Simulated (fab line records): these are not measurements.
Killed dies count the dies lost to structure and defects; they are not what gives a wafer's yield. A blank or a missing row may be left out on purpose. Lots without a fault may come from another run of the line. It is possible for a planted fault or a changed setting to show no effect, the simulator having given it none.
Matching of chambers || flow n5 finfet || N5_DUMMY_GATE_ETCH_36 on rie diel-05 has 4 sister chambers
The step etches SiARC in CF4, target depth 13 nm. 16 wafers are shown with their chamber, then 7 later ones without.

== WAFERS PAIRED WITH THEIR CHAMBERS ==
{"wafer": "L074.1", "chamber": 1, "throttle valve pct (%)": 15.24, "drypump motor current A (A)": 5.4, "showerhead plenum p Torr (Torr)": 2.19}
{"wafer": "L074.3", "chamber": 3, "throttle valve pct (%)": 15.85, "drypump motor current A (A)": 5.5, "showerhead plenum p Torr (Torr)": 2.20}
{"wafer": "L074.6", "chamber": 3, "throttle valve pct (%)": 15.87, "drypump motor current A (A)": 5.5, "showerhead plenum p Torr (Torr)": 2.20}
{"wafer": "L075.1", "chamber": 0, "throttle valve pct (%)": 15.61, "drypump motor current A (A)": 6.4, "showerhead plenum p Torr (Torr)": 2.09}
{"wafer": "L075.4", "chamber": 2, "throttle valve pct (%)": 15.01, "drypump motor current A (A)": 5.7, "showerhead plenum p Torr (Torr)": 2.17}
{"wafer": "L075.5", "chamber": 0, "throttle valve pct (%)": 15.62, "drypump motor current A (A)": 6.4, "showerhead plenum p Torr (Torr)": 2.09}
{"wafer": "L076.4", "chamber": 0, "throttle valve pct (%)": 15.63, "drypump motor current A (A)": 6.4, "showerhead plenum p Torr (Torr)": 2.09}
{"wafer": "L076.5", "chamber": 2, "throttle valve pct (%)": 15.00, "drypump motor current A (A)": 5.7, "showerhead plenum p Torr (Torr)": 2.17}
{"wafer": "L076.6", "chamber": 3, "throttle valve pct (%)": 15.86, "drypump motor current A (A)": 5.5, "showerhead plenum p Torr (Torr)": 2.20}
{"wafer": "L080.3", "chamber": 2, "throttle valve pct (%)": 15.02, "drypump motor current A (A)": 5.8, "showerhead plenum p Torr (Torr)": 2.16}
{"wafer": "L080.4", "chamber": 0, "throttle valve pct (%)": 15.63, "drypump motor current A (A)": 6.4, "showerhead plenum p Torr (Torr)": 2.08}
{"wafer": "L080.5", "chamber": 2, "throttle valve pct (%)": 15.00, "drypump motor current A (A)": 5.8, "showerhead plenum p Torr (Torr)": 2.16}
{"wafer": "L084.2", "chamber": 0, "throttle valve pct (%)": 15.65, "drypump motor current A (A)": 6.4, "showerhead plenum p Torr (Torr)": 2.08}
{"wafer": "L084.3", "chamber": 2, "throttle valve pct (%)": 15.02, "drypump motor current A (A)": 5.7, "showerhead plenum p Torr (Torr)": 2.16}
{"wafer": "L084.5", "chamber": 1, "throttle valve pct (%)": 15.28, "drypump motor current A (A)": 5.5, "showerhead plenum p Torr (Torr)": 2.18}
{"wafer": "L086.2", "chamber": 1, "throttle valve pct (%)": 15.29, "drypump motor current A (A)": 5.4, "showerhead plenum p Torr (Torr)": 2.18}

SIGNATURES, as means of the wafers listed above
{"reading": "throttle valve pct", "chamber 0": 15.6280, "chamber 1": 15.2700, "chamber 2": 15.0100, "chamber 3": 15.8600, "scatter within a chamber": 0.0155}
{"reading": "drypump motor current A", "chamber 0": 6.400, "chamber 1": 5.433, "chamber 2": 5.740, "chamber 3": 5.500, "scatter within a chamber": 0.0394}
{"reading": "showerhead plenum p Torr", "chamber 0": 2.0860, "chamber 1": 2.1833, "chamber 2": 2.1640, "chamber 3": 2.2000, "scatter within a chamber": 0.00506}
Rule: a wafer's distance from a chamber is the root of the sum, over the readings, of the square of ((its reading less the chamber's mean) divided by the reading's scatter). If the next closest chamber is less than 2 further off than the closest, the wafer can't be placed; otherwise it belongs to the closest. The scatter: take each reading less its chamber's mean, square it, sum over the shown wafers, divide by the number of wafers less the number of chambers, and take the root.

== WAFERS WITH NO CHAMBER GIVEN ==
{"wafer": "L086.6", "throttle valve pct (%)": 15.46, "drypump motor current A (A)": 5.4, "showerhead plenum p Torr (Torr)": 2.20}
{"wafer": "L089.1", "throttle valve pct (%)": 15.47, "drypump motor current A (A)": 5.5, "showerhead plenum p Torr (Torr)": 2.20}
{"wafer": "L089.3", "throttle valve pct (%)": 15.28, "drypump motor current A (A)": 5.4, "showerhead plenum p Torr (Torr)": 2.18}
{"wafer": "L089.5", "throttle valve pct (%)": 15.03, "drypump motor current A (A)": 5.7, "showerhead plenum p Torr (Torr)": 2.16}
{"wafer": "L090.4", "throttle valve pct (%)": 15.66, "drypump motor current A (A)": 6.4, "showerhead plenum p Torr (Torr)": 2.08}
{"wafer": "L090.5", "throttle valve pct (%)": 15.03, "drypump motor current A (A)": 5.7, "showerhead plenum p Torr (Torr)": 2.16}
{"wafer": "L090.6", "throttle valve pct (%)": 15.47, "drypump motor current A (A)": 5.4, "showerhead plenum p Torr (Torr)": 2.20}

== CHAMBER TAKEN BY EACH ==
{"wafer": "L086.6", "from the rows above": 1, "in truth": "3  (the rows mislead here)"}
{"wafer": "L089.1", "from the rows above": 1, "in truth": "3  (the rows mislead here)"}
{"wafer": "L089.3", "from the rows above": 1, "in truth": 1}
{"wafer": "L089.5", "from the rows above": 2, "in truth": 2}
{"wafer": "L090.4", "from the rows above": 0, "in truth": 0}
{"wafer": "L090.5", "from the rows above": 2, "in truth": 2}
{"wafer": "L090.6", "from the rows above": 1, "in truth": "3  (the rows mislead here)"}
Correctly placed: 4 of 7. Number that these rows cannot place: 0. Wrongly placed: 3.
